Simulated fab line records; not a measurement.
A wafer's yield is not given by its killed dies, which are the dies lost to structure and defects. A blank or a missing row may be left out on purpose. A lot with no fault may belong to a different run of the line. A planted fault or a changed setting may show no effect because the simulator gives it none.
fab line records    flow n5Finfet
record: lots: 10  wafers: 27  lastDay: 18
route steps=1938 shown SD_EPI_N@281 BEOL_M4@1093 BEOL_M5@1113 PASSIVATION@1936
lots that met no fault: from a run of the same line without faults
startH: start of the lot's first displayed wafer, in hours after the record's first day    waitH: hours from the lot's prior step to this one    " unchanged from the row above    L1.1+2: a row that stands for several wafers    - no value present, or no start provided    * or withheld: withheld    < > ~ a bound
route shown NAME@n: NAME is a module with steps in the file, n the number in the route of the first one    usual: the fault-free wafers' mean and standard deviation    same: alike in all rows    chamber/n: place in a boat    sites: readings site by site    _std_site: their standard deviation    _edge_site: the outer-site mean with the inner-site mean subtracted    radiusMm: for every site, how far away it sits from the centre of the wafer    mask NAME#n: copy n    behind: the tool/chamber that last shaped the wafer    hold: the reason the lot was held/the length of the hold in hours/how it ended    device: names the non-switching transistor (n, p or np)    end of line: the route-end tests of the same wafers    where a step has no rows: the recipe by itself    killed: the dies lost at the first sort to structure and to defects; this is not the yield of the wafer    map: the dies of a wafer, with x for killed, . for not killed, _ for no die there
set.NAME: the setting as run; set.NAME@STEP: as run at that earlier step    model.NAME: the simulator's own value behind a step, which no gauge read
steps of the route over a sample of lots; a table a step, a row a wafer
services: the hour from which a tool's chamber was out of use, counted from the record's first day as startH (under 0 if before that day), plus the number of hours and why
== steps ==
step: N5_SD_EPI_N_SD_RECESS_17
recipe: chemistry: HBr/Cl2/O2  targetDepthA: 410  maskMaterial: SOC  timeS: 23.7  btTimeS: 3  pressureMtorr: 10  icpW: 800  biasW: 112  HBr_flow_sccm: 150  Cl2_flow_sccm: 80  O2_flow_sccm: 12
usual: HBr_flow_sccm: 149.9/0.42  drypumpMotorCurrentA: 5.7/0.42  mfcCl2Sccm: 80.01/0.23  oesProductAu: 0.999/0.019  throttleValvePct: 37.1/0.38
lot.wafer  tool      chamber  startH  waitH  HBr_flow_sccm  drypumpMotorCurrentA  mfcCl2Sccm  oesProductAu  rfHoursCounterH  throttleValvePct
L525.2     rieSi-02  2        68.73   0.0    149.7          4.9                   80.10       1.011         75               37.4
L525.4     "         0        "       "      149.6          5.3                   80.34       0.980         4                37.2
L525.5     "         3        "       "      150.0          5.6                   79.78       1.026         -                36.6
L526.2     rieSi-02  0        73.97   0.0    150.5          5.3                   80.28       0.970         4                37.1
L526.5     "         0        "       "      150.2          5.3                   80.26       0.980         -                37.2
L526.6     "         1        "       "      149.9          6.2                   80.37       1.013         -                36.7
L527.2     rieSi-02  0        81.91   0.0    150.6          5.3                   79.98       0.986         4                37.2
L527.4     "         2        "       "      150.1          4.9                   79.62       1.000         75               37.4
L527.6     "         1        "       "      148.9          6.2                   79.71       1.009         -                36.7
L528.5     rieSi-03  1        88.62   0.1    150.4          5.0                   79.93       0.977         -                37.1
L528.6     "         0        "       "      150.5          6.2                   80.16       1.020         -                36.7
L529.3     rieSi-02  1        95.09   0.0    149.3          6.2                   80.11       1.006         112              36.7
L529.5     "         1        "       "      150.0          6.2                   80.54       1.010         -                36.7
L529.6     "         2        "       "      149.1          4.9                   79.71       1.016         -                37.4
L530.2     rieSi-02  2        99.16   0.0    150.0          4.9                   79.79       1.020         76               37.4
L530.3     "         3        "       "      149.3          5.6                   79.75       1.021         131              36.6
L533.2     rieSi-02  3        116.88  0.0    149.7          5.6                   80.03       1.017         131              36.5
L533.4     "         0        "       "      149.8          5.3                   79.72       0.980         5                37.2
L533.6     "         2        "       "      149.6          4.9                   79.79       1.013         -                37.4
L536.2     rieSi-02  1        133.95  0.0    149.8          6.2                   80.21       1.020         113              36.7
L536.3     "         2        "       "      149.8          4.9                   80.12       1.003         76               37.4
L536.6     "         3        "       "      149.9          5.7                   79.82       1.022         -                36.5
L542.3     rieSi-04  2        172.57  0.0    149.1          6.0                   79.81       1.022         52               37.7
L542.4     "         0        "       "      150.0          6.0                   80.20       0.981         127              37.3
L542.6     "         1        "       "      150.2          5.9                   80.50       0.958         -                37.3
L545.1     rieSi-02  3        191.17  0.0    150.4          5.7                   80.10       1.026         133              36.5
L545.4     "         2        "       "      149.4          4.9                   80.06       1.018         77               37.4
step: N5_BEOL_M4_ANNEAL_89
recipe: tempC: 400  timeS: 240  ambient: vacuum
usual: heaterPowerW: 815/110
lot.wafer  tool           chamber  startH  waitH  heaterPowerW
L525.2     pvdSputter-01  -        176.30  0.0    745
L525.4     "              -        "       "      793
L525.5     "              -        "       "      743
L526.2     pvdSputter-02  -        197.68  0.0    922
L526.5     "              -        "       "      876
L526.6     "              -        "       "      904
L527.2     pvdSputter-03  -        200.31  0.0    876
L527.4     "              -        "       "      693
L527.6     "              -        "       "      1046
L529.3     pvdSputter-03  -        206.95  0.0    904
L529.5     "              -        "       "      916
L529.6     "              -        "       "      712
L530.2     pvdSputter-01  -        213.71  0.0    771
L530.3     "              -        "       "      792
L528.5     pvdSputter-01  -        216.36  0.1    784
L528.6     "              -        "       "      734
L533.2     pvdSputter-02  -        238.01  0.0    682
L533.4     "              -        "       "      879
L533.6     "              -        "       "      713
L536.2     pvdSputter-03  -        244.22  0.0    1078
L536.3     "              -        "       "      903
L536.6     "              -        "       "      899
L542.3     pvdSputter-01  -        287.24  0.0    768
L542.4     "              -        "       "      670
L542.6     "              -        "       "      675
L545.1     pvdSputter-02  -        319.09  0.0    872
L545.4     "              -        "       "      911
step: N5_BEOL_M4_CO_CAP_55
recipe: material: Co  targetThkA: 20  tempC: 200  precursor: CCTBA/H2  pressureTorr: 30  timeS: 102.1
usual: heaterPowerW: 235/23
lot.wafer  tool      chamber  startH  waitH  heaterPowerW
L525.2     cvdCo-02  2        178.30  0.0    213
L525.4     "         2        "       "      214
L525.5     "         0        "       "      213
L526.2     cvdCo-02  2        199.34  0.0    215
L526.5     "         1        "       "      289
L526.6     "         0        "       "      221
L527.2     cvdCo-01  1        201.98  0.0    225
L527.4     "         0        "       "      234
L527.6     "         1        "       "      234
L529.3     cvdCo-01  1        208.62  0.0    222
L529.5     "         0        "       "      235
L529.6     "         1        "       "      228
L530.2     cvdCo-01  2        215.37  0.0    241
L530.3     "         1        "       "      236
L528.5     cvdCo-01  2        218.19  0.0    238
L528.6     "         0        "       "      233
L533.2     cvdCo-01  1        239.68  0.0    225
L533.4     "         0        "       "      229
L533.6     "         1        "       "      227
L536.2     cvdCo-02  0        246.05  0.0    213
L536.3     "         1        "       "      292
L536.6     "         2        "       "      213
L542.3     cvdCo-01  2        288.95  0.0    236
L542.4     "         0        "       "      236
L542.6     "         2        "       "      239
L545.1     cvdCo-02  1        320.77  0.0    285
L545.4     "         0        "       "      215
step: N5_BEOL_M4_RC_MEAS_101
usual: CJ_N: 4.32/0.07  DIBL_N: 35.8/1.5  DIBL_P: 35.9/1.8  IOFF_N: 0.152/0.025  IOFF_N_85C: 3.0/0.42  IOFF_N_LIN: 0.071/0.0099  IOFF_N_LONG: 5.52e-05/2.7e-06  IOFF_P: 0.21/0.031  ION_N: 672/11  ION_P: 462/7.4  SS_N: 71.5/0.52  SS_P: 73.2/0.54  VT_N: 250/3  VT_P: -250/3.3
lot.wafer  tool       chamber  startH  waitH  CJ_N  DIBL_N[mV/V]  DIBL_P[mV/V]  IOFF_N[nA/um]  IOFF_N_85C[nA/um]  IOFF_N_LIN[nA/um]  IOFF_N_LONG[nA/um]  IOFF_P[nA/um]  ION_N[uA/um]  ION_P[uA/um]  SS_N[mV/dec]  SS_P[mV/dec]  VT_N[mV]  VT_P[mV]
L525.2     prober-01  0        178.69  0.2    4.37  34.4          31.2          0.096          2.0                0.048              4.95e-05            0.13           655           449           70.5          72.3          261       -260
L525.4     "          0        "       "      4.38  37.0          34.5          0.137          2.7                0.064              4.95e-05            0.18           672           458           71.1          73.2          253       -254
L525.5     "          0        "       "      4.37  36.8          34.3          0.137          2.8                0.064              4.99e-05            0.18           669           458           71.2          73.1          251       -255
L526.2     prober-01  0        199.76  0.2    4.27  33.9          34.8          0.122          2.5                0.062              5.27e-05            0.16           670           457           70.9          72.9          250       -254
L526.5     "          0        "       "      4.32  34.9          35.9          0.143          2.9                0.068              5.32e-05            0.17           674           452           70.7          73.0          251       -252
L526.6     "          0        "       "      4.22  34.1          35.4          0.125          2.6                0.062              5.23e-05            0.16           665           459           71.5          72.6          251       -256
L527.2     prober-02  0        202.37  0.2    4.29  36.1          34.1          0.143          2.8                0.067              5.66e-05            0.20           678           465           71.3          73.3          251       -249
L527.4     "          0        "       "      4.37  36.7          34.2          0.153          3.0                0.066              5.55e-05            0.20           659           449           71.6          73.1          249       -247
L527.6     "          0        "       "      4.25  36.1          35.3          0.155          3.0                0.072              5.56e-05            0.22           664           461           70.4          73.9          248       -247
L529.3     prober-02  0        209.16  0.3    4.19  37.0          36.6          0.143          2.8                0.067              4.92e-05            0.19           670           459           71.6          73.8          252       -255
L529.5     "          0        "       "      4.19  37.5          37.7          0.146          2.9                0.067              4.91e-05            0.19           665           453           71.9          74.1          254       -255
L529.6     "          0        "       "      4.26  35.0          33.7          0.112          2.3                0.055              5.04e-05            0.14           661           450           71.4          72.9          256       -259
L530.2     prober-02  0        215.76  0.2    4.42  34.6          34.5          0.115          2.4                0.055              5.11e-05            0.15           652           449           71.6          72.3          256       -255
L530.3     "          0        "       "      4.40  36.3          36.1          0.146          2.9                0.067              5.05e-05            0.18           669           463           71.1          72.7          252       -253
L528.5     prober-02  0        219.01  0.6    4.19  36.8          38.6          0.155          3.0                0.074              5.23e-05            0.19           678           459           71.0          73.4          252       -252
L528.6     "          0        "       "      4.34  37.5          38.5          0.170          3.3                0.076              5.29e-05            0.20           676           463           70.9          73.9          251       -254
L533.2     prober-02  0        240.07  0.2    4.42  35.0          33.4          0.139          2.7                0.065              5.75e-05            0.19           663           457           71.5          73.3          251       -251
L533.4     "          0        "       "      5.01  61.0          35.2          5.982          64.3               0.153              6.38e-05            0.21           711           466           119.2         72.9          246       -246
L533.6     "          0        "       "      5.00  61.1          34.6          5.697          61.4               0.142              6.3e-05             0.20           700           462           118.5         73.4          245       -248
L536.2     prober-01  0        246.47  0.2    4.35  35.0          34.8          0.141          2.7                0.069              5.72e-05            0.19           677           463           71.7          72.9          249       -253
L536.3     "          0        "       "      4.33  35.6          35.4          0.143          2.8                0.069              5.67e-05            0.20           667           464           71.7          73.0          253       -251
L536.6     "          0        "       "      4.99  58.6          36.6          5.119          56.0               0.153              6.35e-05            0.22           708           466           115.1         73.7          243       -249
L542.3     prober-01  0        289.49  0.3    4.26  34.0          34.4          0.141          2.8                0.069              5.57e-05            0.21           664           463           72.0          73.1          252       -247
L542.4     "          0        "       "      4.24  33.5          34.2          0.127          2.6                0.060              5.61e-05            0.20           648           457           70.8          72.4          253       -247
L542.6     "          0        "       "      4.34  34.8          36.0          0.159          3.2                0.076              5.66e-05            0.24           689           473           71.4          73.4          249       -246
L545.1     prober-02  0        321.00  0.0    4.29  35.6          35.7          0.151          3.0                0.069              5.31e-05            0.21           666           465           71.9          73.4          251       -251
L545.4     "          0        "       "      4.30  35.0          34.9          0.137          2.8                0.065              5.36e-05            0.19           675           472           71.3          72.8          256       -253
step: N5_BEOL_M5_CURE_79
recipe: tempC: 385  timeS: 240  ambient: He/Ar  material: SiCOH_lowk
usual: lampPowerPct: 52.31/0.062  wafer_temp_C_max: 386.9/0.45
lot.wafer  tool       chamber  startH  waitH  lampPowerPct  wafer_temp_C_max
L525.2     uvCure-02  0        179.64  0.1    52.39         388.0
L525.4     "          0        "       "      52.29         387.4
L525.5     "          0        "       "      52.41         387.3
L526.2     uvCure-02  2        200.74  0.1    52.24         386.6
L526.5     "          2        "       "      52.20         385.8
L526.6     "          2        "       "      52.36         386.4
L527.2     uvCure-01  2        203.31  0.1    52.36         386.5
L527.4     "          2        "       "      52.30         387.1
L527.6     "          2        "       "      52.40         386.4
L529.3     uvCure-01  1        210.21  0.4    52.33         386.6
L529.5     "          1        "       "      52.29         386.4
L529.6     "          1        "       "      52.27         386.8
L530.2     uvCure-02  1        216.71  0.1    52.27         386.3
L530.3     "          1        "       "      52.21         386.0
L528.5     uvCure-03  0        219.73  0.3    52.22         386.5
L528.6     "          0        "       "      52.32         386.7
L533.2     uvCure-03  1        241.03  0.1    52.27         386.9
L533.4     "          1        "       "      52.25         386.9
L533.6     "          1        "       "      52.34         386.1
L536.2     uvCure-01  1        247.45  0.1    52.31         387.1
L536.3     "          1        "       "      52.28         386.9
L536.6     "          1        "       "      52.45         386.8
L542.3     uvCure-02  0        290.37  0.2    52.34         387.1
L542.4     "          0        "       "      52.35         387.5
L542.6     "          0        "       "      52.36         387.1
L545.1     uvCure-01  0        322.03  0.0    52.35         386.9
L545.4     "          0        "       "      52.27         387.0
step: N5_PASSIVATION_PROBE_49
usual: defectLimitedYield: 91.7/1.7  killed_at_M0_to_M3: 34/10  killed_at_M4_up: 13/5.1  killedAtContacts: 12/6.2  killedAtFrontEnd: 36/12  killedAtOther: 3.2/2.6  killedDies: 98/20  killedOpen: 65/13  killedShort: 32/8.4  sort_bin_4_leakage: 0/0  sort_bin_5_function: 4.8/1.1  sort_bin_6_memory: 3.2/0.74  sortNPass: 1082/20  sortYieldPct: 91.7/1.7
same: grossDies: 1180  killedAtBackSide: 0  sort_bin_8_speed[%]: 0
lot.wafer  tool       chamber  startH  waitH  defectLimitedYield[%]  killed_at_M0_to_M3  killed_at_M4_up  killedAtContacts  killedAtFrontEnd  killedAtOther  killedDies  killedOpen  killedShort  sort_bin_4_leakage[%]  sort_bin_5_function[%]  sort_bin_6_memory[%]  sortNPass  sortYieldPct[%]
L525.2     prober-02  -        280.86  0.1    90.9                   52                  9                26                15                5              107         76          31           0                      5.2                     3.7                   1073       90.9
L525.4     prober-02  -        280.96  0.2    92.9                   26                  17               12                23                6              84          54          29           0                      4.0                     2.8                   1096       92.9
L525.5     prober-02  -        281.01  0.2    93.0                   37                  7                16                19                4              83          50          33           0                      3.8                     3.1                   1097       93.0
L526.2     prober-02  -        307.41  0.1    89.7                   48                  17               10                43                3              121         81          39           0                      5.8                     4.2                   1059       89.7
L526.5     prober-02  -        307.56  0.2    89.6                   40                  14               33                36                0              123         81          42           0                      5.7                     4.4                   1057       89.6
L526.6     prober-02  -        307.61  0.3    91.9                   26                  6                15                45                4              96          61          35           0                      4.0                     3.8                   1084       91.9
L527.2     prober-01  -        308.77  0.1    93.2                   37                  17               7                 17                2              80          57          21           0                      3.6                     2.9                   1100       93.2
L527.4     prober-01  -        308.87  0.2    91.6                   43                  17               9                 30                0              99          69          29           0                      5.8                     2.4                   1081       91.6
L527.6     prober-01  -        308.97  0.3    91.5                   43                  17               11                29                0              100         64          34           0                      5.3                     2.8                   1080       91.5
L529.3     prober-02  -        319.39  0.1    91.6                   35                  14               14                28                8              99          76          23           0                      4.8                     3.5                   1081       91.6
L529.5     prober-02  -        319.49  0.2    89.7                   30                  8                8                 72                4              122         83          36           0                      5.8                     4.2                   1058       89.7
L529.6     prober-02  -        319.54  0.3    89.7                   40                  8                13                59                2              122         82          40           0                      6.7                     3.2                   1058       89.7
L530.2     prober-01  -        320.01  0.1    91.9                   34                  12               11                38                1              96          66          24           0                      4.4                     3.1                   1084       91.9
L530.3     prober-01  -        320.06  0.1    92.6                   32                  15               13                27                0              87          58          29           0                      3.9                     3.3                   1093       92.6
L528.5     prober-02  -        327.34  0.2    93.1                   22                  13               3                 41                2              81          45          27           0                      3.5                     2.3                   1099       93.1
L528.6     prober-02  -        327.39  0.3    93.4                   16                  8                14                38                2              78          56          22           0                      3.6                     2.8                   1102       93.4
L533.2     prober-01  -        340.47  0.1    90.6                   31                  23               14                43                0              111         70          31           0                      5.1                     3.4                   1069       90.6
L533.4     prober-01  -        340.57  0.2    94.0                   16                  12               15                25                3              71          47          24           93.98                  3.4                     2.2                   0          0
L533.6     prober-01  -        340.67  0.3    93.2                   31                  7                13                29                0              80          54          26           93.22                  3.6                     3.1                   0          0
L536.2     prober-02  -        353.84  0.1    90.1                   34                  22               6                 54                1              117         67          50           0                      5.5                     3.8                   1063       90.1
L536.3     prober-02  -        353.89  0.1    92.0                   28                  9                3                 51                3              94          62          32           0                      4.7                     3.1                   1086       92.0
L536.6     prober-02  -        354.04  0.3    91.0                   25                  11               17                50                3              106         78          26           91.02                  5.5                     3.2                   0          0
L542.3     prober-02  -        392.07  0.1    93.1                   22                  12               11                35                2              82          57          23           0                      4.6                     2.2                   1098       93.1
L542.4     prober-02  -        392.12  0.2    92.9                   30                  12               5                 31                6              84          51          31           0                      4.2                     2.7                   1096       92.9
L542.6     prober-02  -        392.22  0.3    89.2                   41                  22               18                39                8              128         74          51           0                      5.7                     4.1                   1052       89.2
L545.1     prober-01  -        434.16  0.0    92.5                   28                  10               25                23                2              88          66          22           0                      4.2                     2.9                   1092       92.5
L545.4     prober-01  -        434.31  0.2    93.2                   24                  19               12                22                3              80          57          23           0                      4.1                     2.7                   1100       93.2
killed by level:class
L525.2 MOL_CONTACT_COAG:geometricParticle:open=23 BEOL_M0_SAQP:geometricParticle:open=16 BEOL_M0_SAQP:geometricParticle:short=9 BEOL_M1:geometricParticle:open=8 BEOL_M3:geometricParticle:open=6 BEOL_M2:geometricParticle:open=5 STARTING-WAFER:geometricParticle:short=5 BEOL_M1:geometricParticle:short=4
L525.4 MOL_CONTACT_COAG:geometricParticle:open=10 DUMMY_GATE:geometricParticle:open=7 BEOL_M0_SAQP:geometricParticle:open=7 BEOL_M4:geometricParticle:open=6 FIN_SAQP:geometricParticle:short=5 BEOL_M0_SAQP:geometricParticle:short=5 BEOL_M5:geometricParticle:open=5 BEOL_M1:geometricParticle:open=4
L525.5 MOL_CONTACT_COAG:geometricParticle:open=12 BEOL_M0_SAQP:geometricParticle:short=10 BEOL_M0_SAQP:geometricParticle:open=10 FIN_SAQP:geometricParticle:short=6 BEOL_M2:geometricParticle:open=5 STI_FIN_REVEAL:geometricParticle:open=4 GATE_CUT:geometricParticle:short=4 MOL_CONTACT_COAG:geometricParticle:short=4
L526.2 STI_FIN_REVEAL:geometricParticle:open=20 BEOL_M0_SAQP:geometricParticle:short=14 MOL_CONTACT_COAG:geometricParticle:open=9 BEOL_M1:geometricParticle:short=9 BEOL_M0_SAQP:geometricParticle:open=7 BEOL_M3:geometricParticle:open=7 BEOL_M4:geometricParticle:open=6 DUMMY_GATE:geometricParticle:open=5
L526.5 MOL_CONTACT_COAG:geometricParticle:open=24 BEOL_M0_SAQP:geometricParticle:open=15 BEOL_M3:geometricParticle:open=10 MOL_CONTACT_COAG:geometricParticle:short=9 BEOL_M0_SAQP:geometricParticle:short=9 FIN_SAQP:geometricParticle:open=8 STI_FIN_REVEAL:geometricParticle:open=8 FIN_SAQP:geometricParticle:short=7
L526.6 MOL_CONTACT_COAG:geometricParticle:open=12 STI_FIN_REVEAL:geometricParticle:open=11 FIN_SAQP:geometricParticle:short=6 DUMMY_GATE:geometricParticle:open=5 BEOL_M0_SAQP:geometricParticle:open=5 BEOL_M2:geometricParticle:open=5 FIN_SAQP:geometricParticle:open=4 STI_FIN_REVEAL:geometricParticle:short=4
L527.2 BEOL_M2:geometricParticle:open=11 DUMMY_GATE:geometricParticle:open=7 MOL_CONTACT_COAG:geometricParticle:open=7 BEOL_M0_SAQP:geometricParticle:short=7 BEOL_M1:geometricParticle:open=6 BEOL_M0:geometricParticle:open=5 STI_FIN_REVEAL:geometricParticle:open=4 BEOL_M4:geometricParticle:open=4
L527.4 BEOL_M4:geometricParticle:open=10 BEOL_M0_SAQP:geometricParticle:open=8 MOL_CONTACT_COAG:geometricParticle:open=8 BEOL_M0_SAQP:geometricParticle:short=7 FIN_SAQP:geometricParticle:open=6 BEOL_M2:geometricParticle:open=6 BEOL_M3:geometricParticle:open=6 BEOL_M0:geometricParticle:open=5
L527.6 BEOL_M2:geometricParticle:open=15 MOL_CONTACT_COAG:geometricParticle:open=11 BEOL_M0_SAQP:geometricParticle:short=8 FIN_SAQP:geometricParticle:short=7 BEOL_M3:geometricParticle:open=7 GATE_CUT:geometricParticle:open=5 BEOL_M4:geometricParticle:short=5 BEOL_M0_SAQP:geometricParticle:open=4
L529.3 MOL_CONTACT_COAG:geometricParticle:open=12 BEOL_M2:geometricParticle:open=10 BEOL_M4:geometricParticle:open=8 STI_FIN_REVEAL:geometricParticle:open=7 BEOL_M3:geometricParticle:open=7 BEOL_M1:geometricParticle:open=6 BEOL_M0_SAQP:geometricParticle:open=5 FIN_SAQP:geometricParticle:short=4
L529.5 FIN_SAQP:geometricParticle:open=15 FIN_SAQP:geometricParticle:short=12 STI_FIN_REVEAL:geometricParticle:open=11 MOL_CONTACT_COAG:geometricParticle:open=8 BEOL_M3:geometricParticle:open=8 DUMMY_GATE:geometricParticle:open=6 GATE_CUT:geometricParticle:open=6 BEOL_M0_SAQP:geometricParticle:open=6
L529.6 BEOL_M3:geometricParticle:open=14 FIN_SAQP:geometricParticle:open=13 MOL_CONTACT_COAG:geometricParticle:open=9 FIN_SAQP:geometricParticle:short=6 DUMMY_GATE:geometricParticle:short=6 DUMMY_GATE:geometricParticle:open=6 ILD0:geometricParticle:open=6 BEOL_M0_SAQP:geometricParticle:open=6
L530.2 BEOL_M1:geometricParticle:open=11 BEOL_M4:geometricParticle:open=9 MOL_CONTACT_COAG:geometricParticle:open=9 STI_FIN_REVEAL:geometricParticle:open=7 HKMG_FIN:areaEtch=6 FIN_SAQP:geometricParticle:open=5 FIN_SAQP:geometricParticle:short=5 BEOL_M0:geometricParticle:open=5
L530.3 MOL_CONTACT_COAG:geometricParticle:open=10 BEOL_M4:geometricParticle:open=9 BEOL_M3:geometricParticle:open=8 FIN_SAQP:geometricParticle:open=7 FIN_SAQP:geometricParticle:short=5 BEOL_M0_SAQP:geometricParticle:short=5 DUMMY_GATE:geometricParticle:open=4 BEOL_M3:geometricParticle:short=4
L528.5 FIN_SAQP:geometricParticle:open=10 HKMG_FIN:areaEtch=9 FIN_SAQP:geometricParticle:short=8 BEOL_M3:geometricParticle:open=7 STI_FIN_REVEAL:geometricParticle:open=6 BEOL_M0_SAQP:geometricParticle:short=4 MOL_CONTACT_COAG:geometricParticle:open=3 BEOL_M0:geometricParticle:open=3
L528.6 MOL_CONTACT_COAG:geometricParticle:open=12 STI_FIN_REVEAL:geometricParticle:open=9 FIN_SAQP:geometricParticle:short=7 BEOL_M3:geometricParticle:open=6 FIN_SAQP:geometricParticle:open=5 STARTING-WAFER:geometricParticle:open=5 BEOL_M1:geometricParticle:open=4 BEOL_M2:geometricParticle:open=3
L533.2 MOL_CONTACT_COAG:geometricParticle:open=12 BEOL_M2:geometricParticle:open=10 HKMG_FIN:areaEtch=10 FIN_SAQP:geometricParticle:short=8 BEOL_M5:geometricParticle:open=8 BEOL_M0_SAQP:geometricParticle:short=6 BEOL_M4:geometricParticle:open=6 FIN_SAQP:geometricParticle:open=5
L533.4 MOL_CONTACT_COAG:geometricParticle:open=12 BEOL_M4:geometricParticle:open=8 GATE_CUT:geometricParticle:short=6 FIN_SAQP:geometricParticle:open=5 BEOL_M0_SAQP:geometricParticle:open=5 FIN_SAQP:geometricParticle:short=4 GATE_CUT:geometricParticle:open=3 MOL_CONTACT_COAG:geometricParticle:short=3
L533.6 MOL_CONTACT_COAG:geometricParticle:open=10 BEOL_M2:geometricParticle:open=9 FIN_SAQP:geometricParticle:open=7 GATE_CUT:geometricParticle:short=5 BEOL_M3:geometricParticle:short=5 FIN_SAQP:geometricParticle:short=4 BEOL_M0_SAQP:geometricParticle:open=4 BEOL_M1:geometricParticle:open=4
L536.2 BEOL_M0_SAQP:geometricParticle:short=12 FIN_SAQP:geometricParticle:short=11 FIN_SAQP:geometricParticle:open=9 BEOL_M4:geometricParticle:open=9 GATE_CUT:geometricParticle:short=7 BEOL_M2:geometricParticle:open=7 BEOL_M0_SAQP:geometricParticle:open=6 ILD0:geometricParticle:open=5
L536.3 BEOL_M1:geometricParticle:open=13 FIN_SAQP:geometricParticle:open=10 STI_FIN_REVEAL:geometricParticle:open=9 GATE_CUT:geometricParticle:short=9 ILD0:geometricParticle:open=4 GATE_CUT:geometricParticle:open=4 BEOL_M3:geometricParticle:open=4 BEOL_M0_SAQP:geometricParticle:short=3
L536.6 MOL_CONTACT_COAG:geometricParticle:open=15 FIN_SAQP:geometricParticle:short=10 FIN_SAQP:geometricParticle:open=10 BEOL_M0_SAQP:geometricParticle:open=7 BEOL_M1:geometricParticle:open=7 ILD0:geometricParticle:open=6 SPACER0:geometricParticle:open=5 GATE_CUT:geometricParticle:open=4
L542.3 MOL_CONTACT_COAG:geometricParticle:open=9 DUMMY_GATE:geometricParticle:open=7 BEOL_M0_SAQP:geometricParticle:open=7 STARTING-WAFER:geometricParticle:short=6 FIN_SAQP:geometricParticle:open=5 FIN_SAQP:geometricParticle:short=4 BEOL_M1:geometricParticle:open=4 BEOL_M3:geometricParticle:open=4
L542.4 STI_FIN_REVEAL:geometricParticle:open=8 FIN_SAQP:geometricParticle:open=6 BEOL_M0_SAQP:geometricParticle:open=6 BEOL_M0_SAQP:geometricParticle:short=5 BEOL_M1:geometricParticle:open=5 BEOL_M4:geometricParticle:short=4 BEOL_M4:geometricParticle:open=4 PASS1_CAP:geometricParticle:open=4
L542.6 MOL_CONTACT_COAG:geometricParticle:open=11 BEOL_M0_SAQP:geometricParticle:short=10 BEOL_M4:geometricParticle:open=10 MOL_CONTACT_COAG:geometricParticle:short=7 BEOL_M3:geometricParticle:open=7 BEOL_M4:geometricParticle:short=7 BEOL_M1:geometricParticle:open=6 BEOL_M2:geometricParticle:open=6
L545.1 MOL_CONTACT_COAG:geometricParticle:open=20 BEOL_M0_SAQP:geometricParticle:open=11 BEOL_M4:geometricParticle:open=7 BEOL_M0_SAQP:geometricParticle:short=6 BEOL_M1:geometricParticle:open=6 MOL_CONTACT_COAG:geometricParticle:short=5 STARTING-WAFER:geometricParticle:open=4 FIN_SAQP:geometricParticle:open=3
L545.4 FIN_SAQP:geometricParticle:open=10 MOL_CONTACT_COAG:geometricParticle:open=10 BEOL_M0_SAQP:geometricParticle:short=8 BEOL_M1:geometricParticle:open=6 BEOL_M4:geometricParticle:open=6 BEOL_M5:geometricParticle:open=6 BEOL_M0_SAQP:geometricParticle:open=3 BEOL_M2:geometricParticle:open=3
== services ==
tool           chamber  startH  hours  kind
pvdSputter-03  -        64.50   2.0    repair
pvdSputter-02  -        67.79   1.1    repair
uvCure-03      -        72.76   1.0    pm
cvdCo-02       -        78.21   2.8    pm
rieSi-02       -        83.60   2.8    pm
uvCure-01      -        89.53   2.1    pm
pvdSputter-02  -        92.63   0.5    repair
cvdCo-01       -        92.85   2.8    repair
cvdCo-01       -        95.66   2.8    pm
cvdCo-02       -        96.27   1.0    repair
pvdSputter-01  -        98.12   1.5    repair
uvCure-01      -        105.52  6.0    pm
uvCure-02      -        115.33  14.4   repair
cvdCo-02       -        125.00  0.2    repair
cvdCo-01       -        174.11  0.4    repair
uvCure-03      -        179.65  0.4    repair
cvdCo-02       0        201.54  3.7    repair
uvCure-01      -        202.40  0.3    repair
uvCure-01      -        227.77  2.8    pm
uvCure-02      -        231.73  3.9    repair
pvdSputter-01  -        260.51  3.0    repair
rieSi-02       1        268.42  5.4    repair
uvCure-02      -        284.96  2.9    repair
cvdCo-01       0        307.10  6.0    repair
== key ==
firstSign: step: N5_BEOL_M4_RC_MEAS_101  reading: IOFF_N  direction: up  sigmas: 99+  usual: 0.152  struck: 5.599
effect: step: N5_BEOL_M4_RC_MEAS_101  reading: IOFF_N_85C  direction: up  sigmas: 99+  usual: 3.0  struck: 60.6
effect: step: N5_BEOL_M4_RC_MEAS_101  reading: SS_N  direction: up  sigmas: 89  usual: 71.5  struck: 117.6
effect: step: N5_BEOL_M4_RC_MEAS_101  reading: DIBL_N  direction: up  sigmas: 16  usual: 35.8  struck: 60.2
effect: step: N5_BEOL_M4_RC_MEAS_101  reading: CJ_N  direction: up  sigmas: 9.7  usual: 4.32  struck: 5.00
effect: step: N5_BEOL_M4_RC_MEAS_101  reading: IOFF_N_LIN  direction: up  sigmas: 7.9  usual: 0.071  struck: 0.149
effect: step: N5_BEOL_M4_RC_MEAS_101  reading: ION_N  direction: up  sigmas: 3.1  usual: 672  struck: 706
effect: step: N5_BEOL_M4_RC_MEAS_101  reading: IOFF_N_LONG  direction: up  sigmas: 3  usual: 5.52e-05  struck: 6.34e-05
effect: step: N5_PASSIVATION_PROBE_49  reading: sort_bin_4_leakage  direction: up  sigmas: 99+  usual: 0  struck: 92.74
metAt N5_SD_EPI_N_SD_RECESS_17
struckLots L533,L536
struckWafers L533.4,L533.6,L536.6
baselineLoss: step: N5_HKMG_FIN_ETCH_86  wafers: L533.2
notActingAt N5_BEOL_M4_ANNEAL_89,N5_BEOL_M4_CO_CAP_55,N5_BEOL_M5_CURE_79
onsetBetween 99.16 116.88
fault: kind: processParameterDrift  tool: rieSi-02  chamber: -  onsetH: 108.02  steps: N5_SD_EPI_N_SD_RECESS_17  channel: timeS  offset: *  shape: step  endH: 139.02  scope: struckWafersOnly  actsIn: *  stated: *
baselineLoss: these wafers lose ten dies or more at that step, a loss of the line's own and not of a fault; the sort's usual values leave them out
